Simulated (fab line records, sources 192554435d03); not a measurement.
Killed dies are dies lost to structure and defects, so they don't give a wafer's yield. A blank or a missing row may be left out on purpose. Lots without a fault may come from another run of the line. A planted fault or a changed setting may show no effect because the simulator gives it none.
Which tool did it? | flow n5_finfet | 11 lots, 32 wafers sampled, at 4 steps of a route of 1938

WHAT THE GAUGES READ, wafer by wafer
N5_BEOL_M10_THK_MEAS_53: measures by xrf.
lot  | measured     | on            | M10_THK (nm)
L650 | day 10 23:06 | film_metro-02 | 147 141 141
L648 | day 11 11:09 | film_metro-01 | 145 148 147
L652 | day 11 15:58 | film_metro-02 | 141 145 145
L654 | day 12 03:48 | film_metro-01 | 146 141
L660 | day 13 11:05 | film_metro-02 | 145 143 143
L658 | day 13 15:14 | film_metro-02 | 140 138 139
L662 | day 14 06:31 | film_metro-02 | 143 142 142
L663 | day 14 07:12 | film_metro-02 | 142 141 140
L664 | day 15 00:37 | film_metro-02 | 137 139 139
L667 | day 15 06:58 | film_metro-01 | 136 137 137
L669 | day 15 19:45 | film_metro-02 | 140 140 141

WHICH TOOL RAN EACH LOT (tool, then ch and the chambers of the sampled wafers, then the start)
lot  | N5_BEOL_M10_STRIP_36               | N5_BEOL_M10_TRENCH_ETCH_37                    | N5_BEOL_M10_CVD_75
L650 | rie_diel-01 ch 1,2, day 10 18:59   | rie_diel-01 ch 1,2, day 10 20:35 or earlier   | cvd_co-02 ch 0,1,2, day 10 20:35
L648 | rie_diel-01 ch 0,1,3, day 11 07:31 | rie_diel-01 ch 0,1,3, day 11 10:11 or earlier | cvd_co-02 ch 0,1,2, day 11 10:11
L652 | rie_diel-03 ch 1,2,3, day 11 12:53 | rie_diel-03 ch 1,2,3, day 11 14:54 or earlier | cvd_co-02 ch 0,1,2, day 11 14:54
L654 | rie_diel-03 ch 0,2, day 11 21:28   | rie_diel-03 ch 0,2, day 12 00:41 or earlier   | cvd_co-01 ch 1,2, day 12 00:41
L660 | rie_diel-03 ch 1,2,3, day 13 08:50 | rie_diel-03 ch 1,2,3, day 13 10:07 or earlier | cvd_co-02 ch 1,2, day 13 10:07
L658 | rie_diel-05 ch 0,2,3, day 13 11:25 | rie_diel-05 ch 0,2,3, day 13 14:12 or earlier | cvd_co-02 ch 0,1, day 13 14:12
L662 | rie_diel-03 ch 0,1, day 14 04:12   | rie_diel-03 ch 0,1, day 14 05:31 or earlier   | cvd_co-01 ch 0,1, day 14 05:31
L663 | rie_diel-01 ch 2,3, day 14 04:43   | rie_diel-01 ch 2,3, day 14 06:11 or earlier   | cvd_co-01 ch 1,2, day 14 06:11
L664 | rie_diel-05 ch 0,3, day 14 21:52   | rie_diel-05 ch 0,3, day 14 23:15 or earlier   | cvd_co-02 ch 0,1, day 14 23:15
L667 | rie_diel-05 ch 0,2, day 15 04:04   | rie_diel-05 ch 0,2, day 15 05:35 or earlier   | cvd_co-01 ch 0,2, day 15 05:35
L669 | rie_diel-05 ch 0,2, day 15 16:01   | rie_diel-05 ch 0,2, day 15 18:43 or earlier   | cvd_co-02 ch 0,2, day 15 18:43
- N5_BEOL_M10_STRIP_36: strips in N2/H2.
- N5_BEOL_M10_TRENCH_ETCH_37: etches SiCOH lowk in C4F6/O2, target depth 148.83 nm, time 48 s.
- N5_BEOL_M10_CVD_75: deposits Co from CCTBA/H2, target thk 2 nm, time 138.9 s.

WHAT THE TOOLS THEMSELVES READ (means of the sampled wafers that have a number; where no wafer has one, the mark that the record gives instead)
N5_BEOL_M10_STRIP_36.
lot  | tool        | drypump_motor_current_A (A) | oes_product_au (a.u.) | rf_vpp_V (V) | showerhead_plenum_p_Torr (Torr) | throttle_valve_pct (%)
L650 | rie_diel-01 | 5.7                         | 0.74                  | 59.6         | 2.53                            | 24.1
L648 | rie_diel-01 | 5.3                         | 0.84                  | 59.2         | 2.50                            | 23.4
L652 | rie_diel-03 | 6.1                         | 0.84                  | 59.3         | 2.53                            | 23.7
L654 | rie_diel-03 | 5.7                         | 0.89                  | 57.9         | 2.58                            | 23.4
L660 | rie_diel-03 | 6.1                         | 0.82                  | 60.3         | 2.52                            | 23.7
L658 | rie_diel-05 | 5.7                         | 0.80                  | 59.6         | 2.59                            | 23.5
L662 | rie_diel-03 | 6.3                         | 0.87                  | 58.0         | 2.53                            | 23.4
L663 | rie_diel-01 | 5.6                         | 0.89                  | 59.3         | 2.48                            | 23.9
L664 | rie_diel-05 | 5.6                         | 0.70                  | 61.4         | 2.55                            | 23.7
L667 | rie_diel-05 | 6.0                         | 0.84                  | 59.1         | 2.61                            | 23.5
L669 | rie_diel-05 | 6.0                         | 0.84                  | 60.1         | 2.61                            | 23.5

N5_BEOL_M10_TRENCH_ETCH_37.
lot  | tool        | C4F6_flow_sccm (sccm) | drypump_motor_current_A (A) | oes_product_au (a.u.) | rf_vpp_V (V) | showerhead_plenum_p_Torr (Torr) | throttle_valve_pct (%)
L650 | rie_diel-01 | 9.992                 | 5.7                         | 0.75                  | 666          | 2.82                            | 21.0
L648 | rie_diel-01 | 9.992                 | 5.3                         | 0.84                  | 672          | 2.80                            | 20.7
L652 | rie_diel-03 | 10.013                | 6.1                         | 0.84                  | 684          | 2.83                            | 20.9
L654 | rie_diel-03 | 9.991                 | 5.7                         | 0.90                  | 678          | 2.89                            | 20.6
L660 | rie_diel-03 | 9.987                 | 6.1                         | 0.81                  | 683          | 2.82                            | 20.9
L658 | rie_diel-05 | 10.015                | 5.8                         | 0.80                  | 664          | 2.89                            | 20.8
L662 | rie_diel-03 | 10.012                | 6.3                         | 0.87                  | 678          | 2.83                            | 20.6
L663 | rie_diel-01 | 9.968                 | 5.6                         | 0.89                  | 670          | 2.77                            | 21.0
L664 | rie_diel-05 | 9.997                 | 5.6                         | 0.70                  | 658          | 2.86                            | 21.0
L667 | rie_diel-05 | 10.004                | 6.0                         | 0.84                  | 670          | 2.91                            | 20.7
L669 | rie_diel-05 | 9.975                 | 6.0                         | 0.83                  | 670          | 2.91                            | 20.7

THE ANSWER, worked out from the rows above alone
Rule: what is usual is taken from the lots themselves. Put in order of their means at a reading, lots are off if they are a third of the lots or fewer, leave a main group of 4 or more, and stand apart from it by a gap of 3 or more times the standard deviation of the main group's means; of several such gaps the widest counts. A main group whose means are all the same, to the digits that the tables above print for the reading, isn't used. A lot without any number at a reading at which 4 lots or more have one is off too. The other lots that the step has rows for count as sound. The gauges are gone through in route order, then the tools' own readings, and for those a lot's mean is taken as printed above. The first step at which some lot is off is used, and at that step the reading that is off furthest; a lot without a number counts as furthest.
No lot is off at any reading shown: from this, nothing can be told.

WHAT THE SIMULATOR HAD PUT IN
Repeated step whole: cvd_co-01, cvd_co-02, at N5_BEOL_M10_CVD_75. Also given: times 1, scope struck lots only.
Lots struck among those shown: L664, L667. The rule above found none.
